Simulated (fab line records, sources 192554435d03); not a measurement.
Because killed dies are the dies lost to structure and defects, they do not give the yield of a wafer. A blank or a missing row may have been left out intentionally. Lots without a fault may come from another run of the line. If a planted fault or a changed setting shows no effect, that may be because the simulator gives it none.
Code-filled problem report in 8D (eight disciplines) form | flow n5Finfet | the parts of the form that need people (team, actions taken, sign-off) are left out

1. WHAT IS WRONG
Mean of biasW at N5_BEOL_M3_ETCH_70: 108.8 W across 3 wafers in 2 lots; on wafers with no fault it is 150.0 W (standard deviation 0.47). That is -88 standard deviations from the usual mean.
The step: etches SOC in N2/H2, target depth 80 nm, overetch 16 nm, time 120 s.
First observed at day 10 03:50: wafer L832.4, on rieDiel-06. The record has a number at this step for 18 wafers belonging to 6 lots. By rule, "out" or "out of limits" means more than 4 standard deviations away from the usual mean. Any other wafer with a number is counted as sound.

2. WHAT IT IS AND WHAT IT IS NOT
question                    | is                     | is not
which readings at this step | biasW, rfVppV          | drypumpMotorCurrentA, oesProductAu, rfFwdPowerW, showerheadPlenumPTorr
which lots                  | L832, L835             | L822, L825, L838, L842
which wafers of those lots  | L832.4, L835.2, L835.5 | L832.1, L832.3, L835.6
read on which tools         | rieDiel-06             | rieDiel-02, rieDiel-05
when                        | from day 10 03:50      | up to then (8 sound wafers); but 7 sound wafers of L835, L838, L842 came after

3. WHAT RULES OUT EACH SUSPECT
Counting: if a tool at a process step up to the reading ran every lot that is out, it stays a suspect. Sound lots after the first of them don't rule it out here, since some wafers of a struck lot are sound.
- rieDiel-05 at N5_BEOL_M3_DESCUM_33 (chemistry O2, time 7 s): kept. It ran every lot that is out, first L832 (day 10 03:23).
- rieDiel-05 at N5_BEOL_M3_ETCH_77 (etches underlayer in N2/H2, target depth 6.5 nm, time 5.2 s): kept. It ran every lot that is out, first L832 (day 10 03:25).
- rieDiel-05 at N5_BEOL_M3_ETCH_69 (etches SiARC in CF4, target depth 15.6 nm, time 26 s): kept. It ran every lot that is out, first L832 (day 10 03:26).
- rieDiel-06 at N5_BEOL_M3_ETCHBACK_99 (etches SiO2 in CHF3, target depth 5 nm, time 10.4 s): kept. It ran every lot that is out, first L832 (day 10 03:47); its last sound lot up to then is L825 (day 7 23:30).
- rieDiel-06 at N5_BEOL_M3_ETCH_70 (etches SOC in N2/H2, target depth 80 nm, overetch 16 nm, time 120 s): kept. It ran every lot that is out, first L832 (day 10 03:50); its last sound lot up to then is L825 (day 7 23:32). On those wafers its own readings are out: biasW, rfVppV.
- In rieDiel-06 at N5_BEOL_M3_ETCHBACK_99, the wafers that are out were processed in chamber 1 and their sound lot-mates in chambers 0, 2, 3.
- In rieDiel-06 at N5_BEOL_M3_ETCH_70, the wafers that are out were processed in chamber 1 and their sound lot-mates in chambers 0, 2, 3.
Left after counting: rieDiel-05 at N5_BEOL_M3_DESCUM_33, rieDiel-05 at N5_BEOL_M3_ETCH_77, rieDiel-05 at N5_BEOL_M3_ETCH_69, rieDiel-06 at N5_BEOL_M3_ETCHBACK_99, rieDiel-06 at N5_BEOL_M3_ETCH_70.

4. THE CAUSE (what the simulator had put in)
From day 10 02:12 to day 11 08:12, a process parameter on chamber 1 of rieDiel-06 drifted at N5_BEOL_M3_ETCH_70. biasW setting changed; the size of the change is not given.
Of the 5 suspects that counting leaves, this tool is one.

5. THE CHAIN OF EFFECTS, in route order
Each row: a reading whose mean over the struck wafers that have a number lies more than 3 standard deviations from the usual. Only readings for which the record gives a usual standard deviation are gone through. hours: the time from each lot's start at the first step in this table that gives one to its start at this step, as a median over the lots. sigmas: the change in usual standard deviations.
hours | step               | reading | usual   | on struck wafers | change | sigmas
0     | N5_BEOL_M3_ETCH_70 | biasW   | 150.0 W | 108.8            | -41.2  | -88
0     | N5_BEOL_M3_ETCH_70 | rfVppV  | 524.1 V | 425.4            | -98.7  | -37
It contains these process steps:
- N5_BEOL_M3_ETCH_70: etches SOC in N2/H2, target depth 80 nm, overetch 16 nm, time 120 s.
Later measuring or inspecting steps at which every struck wafer that the step has a row for has a number for every such reading, and none has moved that far: N5_BEOL_M4_RC_MEAS_101.

6. HOW IT WOULD HAVE BEEN CAUGHT EARLIER
2 hours passed between the start of the fault at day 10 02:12 and the first reading out of limits in this record, taken at day 10 03:50.
